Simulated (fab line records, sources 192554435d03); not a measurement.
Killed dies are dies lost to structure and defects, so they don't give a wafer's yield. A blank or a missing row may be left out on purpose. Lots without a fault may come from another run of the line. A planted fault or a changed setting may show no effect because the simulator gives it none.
Which tool did it? | flow n5_finfet | 24 lots, 72 wafers sampled, at 6 steps of a route of 1938

WHAT THE GAUGES READ, wafer by wafer
N5_BEOL_M7_CD_MEAS_28: target cd 40 nm. Usual: cd_nm 40.06 nm, standard deviation 0.24.
lot  | measured     | on        | cd_nm (nm)        | flag
L074 | day 9 07:12  | cd_sem-01 | 39.84 40.34 40.07 |
L075 | day 9 10:19  | cd_sem-03 | 40.22 39.94 40.00 |
L076 | day 9 14:02  | cd_sem-01 | 40.15 40.07 40.04 |
L077 | day 9 16:53  | cd_sem-03 | 40.18 40.11 40.18 |
L078 | day 10 03:30 | cd_sem-01 | 39.80 39.80 40.07 |
L079 | day 10 15:16 | cd_sem-03 | 40.20 39.84 39.95 |
L081 | day 11 06:26 | cd_sem-03 | 39.70 39.70 39.65 |
L080 | day 11 06:37 | cd_sem-03 | 40.17 40.25 40.27 |
L082 | day 11 10:32 | cd_sem-01 | 40.15 39.48 39.81 |
L083 | day 11 14:07 | cd_sem-01 | 40.29 40.31 40.52 |
L084 | day 12 01:51 | cd_sem-02 | 40.23 39.70 39.94 |
L085 | day 12 03:43 | cd_sem-03 | 39.46 39.98 40.09 |
L086 | day 12 11:20 | cd_sem-03 | 40.26 40.08 40.53 |
L087 | day 12 20:58 | cd_sem-02 | 40.16 40.21 40.22 |
L089 | day 13 08:05 | cd_sem-03 | 39.91 40.61 40.28 |
L091 | day 13 09:25 | cd_sem-02 | 40.18 40.10 40.11 |
L090 | day 13 12:02 | cd_sem-01 | 39.98 40.40 40.27 |
L088 | day 13 18:11 | cd_sem-01 | 40.20 40.15 39.91 |
L092 | day 14 00:20 | cd_sem-01 | 40.15 40.09 40.05 |
L095 | day 14 06:08 | cd_sem-01 | 40.56 40.01 40.18 |
L094 | day 14 16:43 | cd_sem-03 | 39.79 39.79 39.57 |
L093 | day 15 09:12 | cd_sem-01 | 40.20 39.44 40.11 |
L096 | day 15 12:55 | cd_sem-01 | 40.32 40.07 40.12 |
L097 | day 16 08:53 | cd_sem-02 | 40.55 39.67 40.45 |

N5_BEOL_M8_OVL_MEAS_12. Usual: M8_OVL -0.2 nm, standard deviation 0.75.
lot  | measured     | on         | M8_OVL (nm)    | flag
L074 | day 9 15:26  | overlay-01 | -1.2 -0.6 -0.7 |
L075 | day 9 16:31  | overlay-01 | 0.1 0.9 0.2    |
L076 | day 9 19:01  | overlay-02 | -0.4 -0.5 -0.3 |
L077 | day 9 22:57  | overlay-01 | 1.2 1.4 0.8    |
L078 | day 10 13:12 | overlay-02 | 0.7 0.1 -0.4   |
L079 | day 10 23:07 | overlay-02 | -1.4 -0.6 -0.5 |
L081 | day 11 12:10 | overlay-01 | 0.8 -1.5 -2.2  |
L080 | day 11 12:24 | overlay-02 | 0.3 -0.2 -0.6  |
L082 | day 11 17:49 | overlay-01 | -0.1 0.6 1.4   |
L083 | day 11 21:11 | overlay-01 | -0.8 -0.6 -1.7 |
L084 | day 12 08:50 | overlay-02 | -0.8 -0.4 1.1  |
L085 | day 12 09:20 | overlay-02 | 0.8 0.5 -1.1   |
L086 | day 12 18:00 | overlay-01 | 0.7 0.6 -0.2   |
L087 | day 13 02:55 | overlay-01 | -0.7 0.2 0.5   |
L089 | day 13 13:38 | overlay-02 | 0.9 -0.2 -0.3  |
L091 | day 13 16:46 | overlay-01 | 0.3 0.3 -0.2   |
L090 | day 13 16:58 | overlay-02 | -0.6 0.7 -0.3  |
L088 | day 14 00:41 | overlay-01 | 0.5 -0.3 -0.4  |
L092 | day 14 06:05 | overlay-01 | -0.2 -1.2 -0.8 |
L095 | day 14 10:35 | overlay-01 | 0.1 -0.6 -0.5  |
L094 | day 15 00:08 | overlay-01 | -0.4 -0.7 -1.4 |
L093 | day 15 14:14 | overlay-01 | -0.9 -1.5 0.1  |
L096 | day 15 18:56 | overlay-01 | -0.2 0.2 0.5   |
L097 | day 16 14:43 | overlay-01 | -1.4 -1.0 0.0  |

WHICH TOOL RAN EACH LOT (tool, then ch and the chambers of the sampled wafers, then the start)
lot  | N5_BEOL_M7_STRIP_67                | N5_BEOL_M7_STRIP_36                | N5_BEOL_M7_CURE_75            | N5_BEOL_M8_PECVD_70
L074 | rie_diel-03 ch 1,3, day 9 04:59    | rie_diel-04 ch 0,2, day 9 08:29    | uv_cure-03 ch 2, day 9 08:55  | pecvd-01 ch 0,1, day 9 12:53
L075 | rie_diel-05 ch 0,2,3, day 9 09:44  | rie_diel-03 ch 1,3, day 9 10:53    | uv_cure-01 ch 0, day 9 11:16  | pecvd-03 ch 0,2, day 9 15:02
L076 | rie_diel-05 ch 0,3, day 9 12:06    | rie_diel-03 ch 0,2,3, day 9 14:24  | uv_cure-03 ch 0, day 9 14:47  | pecvd-04 ch 0,2, day 9 18:20
L077 | rie_diel-03 ch 0,1, day 9 16:10    | rie_diel-05 ch 2,3, day 9 17:32    | uv_cure-02 ch 0, day 9 17:59  | pecvd-03 ch 0,1,2, day 9 22:22
L078 | rie_diel-03 ch 1,2,3, day 10 01:37 | rie_diel-04 ch 0,2,3, day 10 04:17 | uv_cure-01 ch 1, day 10 04:52 | pecvd-03 ch 1,2, day 10 09:42
L079 | rie_diel-05 ch 1,2,3, day 10 13:11 | rie_diel-04 ch 0,2, day 10 15:37   | uv_cure-01 ch 0, day 10 16:04 | pecvd-03 ch 0,2, day 10 19:22
L081 | rie_diel-03 ch 0,2,3, day 11 02:53 | rie_diel-04 ch 0,2, day 11 06:47   | uv_cure-01 ch 2, day 11 07:11 | pecvd-01 ch 0,1,2, day 11 11:10
L080 | rie_diel-03 ch 0,1, day 11 03:31   | rie_diel-03 ch 0,1,3, day 11 07:13 | uv_cure-02 ch 1, day 11 07:58 | pecvd-04 ch 0,1,2, day 11 11:35
L082 | rie_diel-03 ch 0,1, day 11 08:49   | rie_diel-05 ch 0,1,2, day 11 10:53 | uv_cure-03 ch 2, day 11 11:31 | pecvd-03 ch 0,2, day 11 16:18
L083 | rie_diel-03 ch 0,1,2, day 11 12:44 | rie_diel-05 ch 0,1, day 11 14:28   | uv_cure-03 ch 1, day 11 15:37 | pecvd-03 ch 0,1, day 11 18:55
L084 | rie_diel-03 ch 0,1,2, day 11 21:41 | rie_diel-04 ch 0,3, day 12 02:12   | uv_cure-03 ch 2, day 12 02:36 | pecvd-03 ch 1,2, day 12 07:02
L085 | rie_diel-03 ch 0,1,2, day 12 03:07 | rie_diel-04 ch 1,3, day 12 04:04   | uv_cure-03 ch 2, day 12 04:33 | pecvd-01 ch 2, day 12 08:21
L086 | rie_diel-03 ch 1,2,3, day 12 09:08 | rie_diel-03 ch 0,3, day 12 12:06   | uv_cure-01 ch 2, day 12 12:38 | pecvd-01 ch 1,2, day 12 16:13
L087 | rie_diel-03 ch 0,2, day 12 18:29   | rie_diel-03 ch 0,1,3, day 12 21:21 | uv_cure-01 ch 2, day 12 21:47 | pecvd-01 ch 1,2, day 13 00:38
L089 | rie_diel-05 ch 0,2,3, day 13 07:19 | rie_diel-04 ch 0,2, day 13 08:31   | uv_cure-01 ch 2, day 13 09:01 | pecvd-04 ch 0,2, day 13 12:24
L091 | rie_diel-05 ch 0,1, day 13 08:46   | rie_diel-05 ch 1,2,3, day 13 09:47 | uv_cure-02 ch 2, day 13 10:11 | pecvd-04 ch 0,2, day 13 14:29
L090 | rie_diel-04 ch 0,1,2, day 13 11:07 | rie_diel-03 ch 0,1,2, day 13 12:23 | uv_cure-03 ch 2, day 13 12:47 | pecvd-03 ch 0,1,2, day 13 15:37
L088 | rie_diel-03 ch 0,2,3, day 13 17:14 | rie_diel-03 ch 1,3, day 13 18:42   | uv_cure-02 ch 0, day 13 19:06 | pecvd-03 ch 0,1,2, day 13 23:25
L092 | rie_diel-03 ch 0,1,2, day 13 23:24 | rie_diel-04 ch 0,2,3, day 14 00:41 | uv_cure-02 ch 1, day 14 01:05 | pecvd-03 ch 0,1,2, day 14 04:33
L095 | rie_diel-04 ch 0,1,3, day 14 05:28 | rie_diel-05 ch 1,2,3, day 14 06:29 | uv_cure-03 ch 0, day 14 06:55 | pecvd-01 ch 1,2, day 14 09:47
L094 | rie_diel-04 ch 2,3, day 14 14:46   | rie_diel-03 ch 0,1, day 14 17:04   | uv_cure-03 ch 2, day 14 17:31 | pecvd-01 ch 1,2, day 14 21:20
L093 | rie_diel-05 ch 1,2,3, day 15 06:32 | rie_diel-04 ch 0,1,3, day 15 09:38 | uv_cure-02 ch 0, day 15 10:02 | pecvd-04 ch 0,1,2, day 15 13:02
L096 | rie_diel-05 ch 0,3, day 15 11:10   | rie_diel-04 ch 0,3, day 15 13:16   | uv_cure-01 ch 1, day 15 13:42 | pecvd-01 ch 0,1,2, day 15 17:46
L097 | rie_diel-05 ch 2,3, day 16 07:08   | rie_diel-04 ch 0,1,3, day 16 09:14 | uv_cure-03 ch 0, day 16 09:38 | pecvd-01 ch 0,1,2, day 16 12:38
- N5_BEOL_M7_STRIP_67: strips in CF4.
- N5_BEOL_M7_STRIP_36: strips in N2/H2.
- N5_BEOL_M7_CURE_75: cures SiCOH lowk, time 120 s.
- N5_BEOL_M8_PECVD_70: deposits SiO2 from TEOS/O2, target thk 20 nm, time 22.7 s.

WHAT THE TOOLS THEMSELVES READ (means of the sampled wafers that have a number; where no wafer has one, the mark that the record gives instead)
N5_BEOL_M7_STRIP_67. Usual: drypump_motor_current_A 5.5 A, standard deviation 0.36; oes_product_au 0.78 a.u., standard deviation 0.084; rf_vpp_V 271.3 V, standard deviation 1.4; showerhead_plenum_p_Torr 1.81 Torr, standard deviation 0.042; throttle_valve_pct 13.64 %, standard deviation 0.27.
lot  | tool        | drypump_motor_current_A (A) | oes_product_au (a.u.) | rf_vpp_V (V) | showerhead_plenum_p_Torr (Torr) | throttle_valve_pct (%) | flag
L074 | rie_diel-03 | 5.3                         | 0.76                  | 272.0        | 1.83                            | 13.77                  |
L075 | rie_diel-05 | 5.6                         | 0.73                  | 271.1        | 1.81                            | 13.68                  |
L076 | rie_diel-05 | 5.8                         | 0.74                  | 271.4        | 1.80                            | 13.75                  |
L077 | rie_diel-03 | 5.2                         | 0.78                  | 270.8        | 1.79                            | 13.64                  |
L078 | rie_diel-03 | 5.3                         | 0.82                  | 272.2        | 1.83                            | 13.60                  |
L079 | rie_diel-05 | 5.6                         | 0.73                  | 271.0        | 1.78                            | 13.67                  |
L081 | rie_diel-03 | 5.4                         | 0.83                  | 271.0        | 1.82                            | 13.55                  |
L080 | rie_diel-03 | 5.2                         | 0.77                  | 271.0        | 1.78                            | 13.65                  |
L082 | rie_diel-03 | 5.3                         | 0.80                  | 270.8        | 1.77                            | 13.58                  |
L083 | rie_diel-03 | 5.2                         | 0.83                  | 270.7        | 1.80                            | 13.47                  |
L084 | rie_diel-03 | 5.2                         | 0.84                  | 271.7        | 1.80                            | 13.48                  |
L085 | rie_diel-03 | 5.2                         | 0.83                  | 271.0        | 1.80                            | 13.48                  |
L086 | rie_diel-03 | 5.3                         | 0.80                  | 271.7        | 1.83                            | 13.64                  |
L087 | rie_diel-03 | 5.2                         | 0.89                  | 271.4        | 1.81                            | 13.31                  |
L089 | rie_diel-05 | 5.6                         | 0.71                  | 270.5        | 1.80                            | 13.74                  |
L091 | rie_diel-05 | 5.7                         | 0.70                  | 271.5        | 1.82                            | 13.85                  |
L090 | rie_diel-04 | 6.1                         | 0.80                  | 271.8        | 1.83                            | 13.60                  |
L088 | rie_diel-03 | 5.4                         | 0.81                  | 271.9        | 1.81                            | 13.59                  |
L092 | rie_diel-03 | 5.2                         | 0.81                  | 271.2        | 1.79                            | 13.50                  |
L095 | rie_diel-04 | 5.6                         | 0.80                  | 271.5        | 1.78                            | 13.68                  |
L094 | rie_diel-04 | 6.0                         | 0.92                  | 273.3        | 1.85                            | 13.19                  |
L093 | rie_diel-05 | 5.5                         | 0.70                  | 269.5        | 1.77                            | 13.75                  |
L096 | rie_diel-05 | 5.8                         | 0.70                  | 271.4        | 1.82                            | 13.88                  |
L097 | rie_diel-05 | 5.5                         | 0.70                  | 271.1        | 1.76                            | 13.69                  |

N5_BEOL_M7_STRIP_36. Usual: drypump_motor_current_A 5.6 A, standard deviation 0.47; oes_product_au 0.77 a.u., standard deviation 0.087; rf_vpp_V 59.1 V, standard deviation 1.6; showerhead_plenum_p_Torr 2.53 Torr, standard deviation 0.068; throttle_valve_pct 23.73 %, standard deviation 0.25.
lot  | tool        | drypump_motor_current_A (A) | oes_product_au (a.u.) | rf_vpp_V (V) | showerhead_plenum_p_Torr (Torr) | throttle_valve_pct (%) | flag
L074 | rie_diel-04 | 6.4                         | 0.70                  | 58.5         | 2.44                            | 24.01                  |
L075 | rie_diel-03 | 5.3                         | 0.77                  | 58.8         | 2.56                            | 23.67                  |
L076 | rie_diel-03 | 5.4                         | 0.88                  | 60.1         | 2.56                            | 23.57                  |
L077 | rie_diel-05 | 5.6                         | 0.73                  | 59.0         | 2.53                            | 23.86                  |
L078 | rie_diel-04 | 5.9                         | 0.70                  | 58.2         | 2.47                            | 23.84                  |
L079 | rie_diel-04 | 6.4                         | 0.69                  | 57.3         | 2.44                            | 24.02                  |
L081 | rie_diel-04 | 6.3                         | 0.69                  | 60.1         | 2.48                            | 24.00                  |
L080 | rie_diel-03 | 5.4                         | 0.78                  | 58.5         | 2.54                            | 23.74                  |
L082 | rie_diel-05 | 5.5                         | 0.71                  | 57.4         | 2.55                            | 23.61                  |
L083 | rie_diel-05 | 5.6                         | 0.70                  | 58.7         | 2.56                            | 23.73                  |
L084 | rie_diel-04 | 5.8                         | 0.80                  | 59.4         | 2.50                            | 23.73                  |
L085 | rie_diel-04 | 5.2                         | 0.90                  | 57.7         | 2.49                            | 23.49                  |
L086 | rie_diel-03 | 5.5                         | 0.80                  | 59.4         | 2.51                            | 23.80                  |
L087 | rie_diel-03 | 5.4                         | 0.77                  | 59.1         | 2.53                            | 23.74                  |
L089 | rie_diel-04 | 6.4                         | 0.87                  | 58.2         | 2.65                            | 23.74                  |
L091 | rie_diel-05 | 5.6                         | 0.70                  | 58.5         | 2.52                            | 23.80                  |
L090 | rie_diel-03 | 5.2                         | 0.83                  | 58.7         | 2.52                            | 23.59                  |
L088 | rie_diel-03 | 5.3                         | 0.74                  | 59.4         | 2.54                            | 23.69                  |
L092 | rie_diel-04 | 5.9                         | 0.86                  | 59.3         | 2.57                            | 23.64                  |
L095 | rie_diel-05 | 5.6                         | 0.70                  | 59.1         | 2.51                            | 23.82                  |
L094 | rie_diel-03 | 5.2                         | 0.75                  | 58.8         | 2.49                            | 23.75                  |
L093 | rie_diel-04 | 5.6                         | 0.78                  | 59.7         | 2.50                            | 23.75                  |
L096 | rie_diel-04 | 5.4                         | 0.84                  | 57.4         | 2.48                            | 23.51                  |
L097 | rie_diel-04 | 5.6                         | 0.78                  | 59.3         | 2.50                            | 23.76                  |

N5_BEOL_M7_CURE_75. Usual: lamp_power_pct 52.31 %, standard deviation 0.053; wafer_temp_C_max 371.7, standard deviation 0.68.
lot  | tool       | lamp_power_pct (%) | wafer_temp_C_max | flag
L074 | uv_cure-03 | 52.29              | 371.3            |
L075 | uv_cure-01 | 52.29              | 372.6            |
L076 | uv_cure-03 | 52.36              | 371.9            |
L077 | uv_cure-02 | 52.31              | 372.5            |
L078 | uv_cure-01 | 52.31              | 371.2            |
L079 | uv_cure-01 | 52.30              | 372.6            |
L081 | uv_cure-01 | 52.27              | 371.5            |
L080 | uv_cure-02 | 52.33              | 372.9            |
L082 | uv_cure-03 | 52.29              | 371.0            |
L083 | uv_cure-03 | 52.29              | 371.0            |
L084 | uv_cure-03 | 52.36              | 371.4            |
L085 | uv_cure-03 | 52.30              | 371.1            |
L086 | uv_cure-01 | 52.26              | 371.1            |
L087 | uv_cure-01 | 52.36              | 371.6            |
L089 | uv_cure-01 | 52.31              | 371.4            |
L091 | uv_cure-02 | 52.27              | 372.2            |
L090 | uv_cure-03 | 52.29              | 371.3            |
L088 | uv_cure-02 | 52.27              | 372.3            |
L092 | uv_cure-02 | 52.36              | 372.3            |
L095 | uv_cure-03 | 52.30              | 371.7            |
L094 | uv_cure-03 | 52.26              | 371.3            |
L093 | uv_cure-02 | 52.35              | 372.3            |
L096 | uv_cure-01 | 52.36              | 371.5            |
L097 | uv_cure-03 | 52.31              | 371.9            |

N5_BEOL_M8_PECVD_70. Usual: chamber_pressure_Torr 5.499 Torr, standard deviation 0.013; heater_power_w 728 W, standard deviation 65; showerhead_plenum_p_Torr 8.80 Torr, standard deviation 0.06; showerhead_vpp_V 1332 V, standard deviation 45; throttle_valve_pct 22.1 %, standard deviation 2.1.
lot  | tool     | chamber_pressure_Torr (Torr) | heater_power_w (W) | showerhead_plenum_p_Torr (Torr) | showerhead_vpp_V (V) | throttle_valve_pct (%) | flag
L074 | pecvd-01 | 5.497                        | 791                | 8.77                            | 1280                 | 21.8                   |
L075 | pecvd-03 | 5.491                        | 749                | 8.78                            | 1329                 | 21.7                   |
L076 | pecvd-04 | 5.504                        | 739                | 8.74                            | 1322                 | 25.2                   |
L077 | pecvd-03 | 5.503                        | 712                | 8.82                            | 1335                 | 22.5                   |
L078 | pecvd-03 | 5.502                        | 688                | 8.81                            | 1334                 | 22.4                   |
L079 | pecvd-03 | 5.497                        | 779                | 8.81                            | 1324                 | 21.6                   |
L081 | pecvd-01 | 5.496                        | 698                | 8.82                            | 1316                 | 21.3                   |
L080 | pecvd-04 | 5.487                        | 744                | 8.76                            | 1329                 | 23.9                   |
L082 | pecvd-03 | 5.487                        | 725                | 8.79                            | 1313                 | 21.7                   |
L083 | pecvd-03 | 5.492                        | 669                | 8.89                            | 1341                 | 23.3                   |
L084 | pecvd-03 | 5.499                        | 765                | 8.80                            | 1327                 | 22.4                   |
L085 | pecvd-01 | 5.504                        | 700                | 8.80                            | 1392                 | 19.3                   |
L086 | pecvd-01 | 5.488                        | 718                | 8.78                            | 1355                 | 19.8                   |
L087 | pecvd-01 | 5.486                        | 760                | 8.78                            | 1365                 | 20.0                   |
L089 | pecvd-04 | 5.495                        | 794                | 8.71                            | 1278                 | 23.1                   |
L091 | pecvd-04 | 5.494                        | 744                | 8.75                            | 1303                 | 25.5                   |
L090 | pecvd-03 | 5.502                        | 704                | 8.81                            | 1344                 | 22.3                   |
L088 | pecvd-03 | 5.499                        | 704                | 8.83                            | 1338                 | 22.5                   |
L092 | pecvd-03 | 5.502                        | 659                | 8.83                            | 1331                 | 22.5                   |
L095 | pecvd-01 | 5.496                        | 725                | 8.80                            | 1349                 | 19.9                   |
L094 | pecvd-01 | 5.513                        | 756                | 8.78                            | 1360                 | 20.0                   |
L093 | pecvd-04 | 5.506                        | 715                | 8.75                            | 1337                 | 23.8                   |
L096 | pecvd-01 | 5.502                        | 773                | 8.82                            | 1324                 | 21.6                   |
L097 | pecvd-01 | 5.503                        | 744                | 8.84                            | 1320                 | 21.6                   |

THE ANSWER, worked out from the rows above alone
Rule: a lot is off if the mean of its wafers that have a number lies more than 3 standard deviations from the usual mean. A lot without any number at a reading at which 4 lots or more have one is off too. The other lots that the step has rows for count as sound. The gauges are gone through in route order, then the tools' own readings, and for those a lot's mean is taken as printed above. The first step at which some lot is off is used, and at that step the reading that is off furthest; a lot without a number counts as furthest.
No lot is off at any reading shown: from this, nothing can be told.

WHAT THE SIMULATOR HAD PUT IN
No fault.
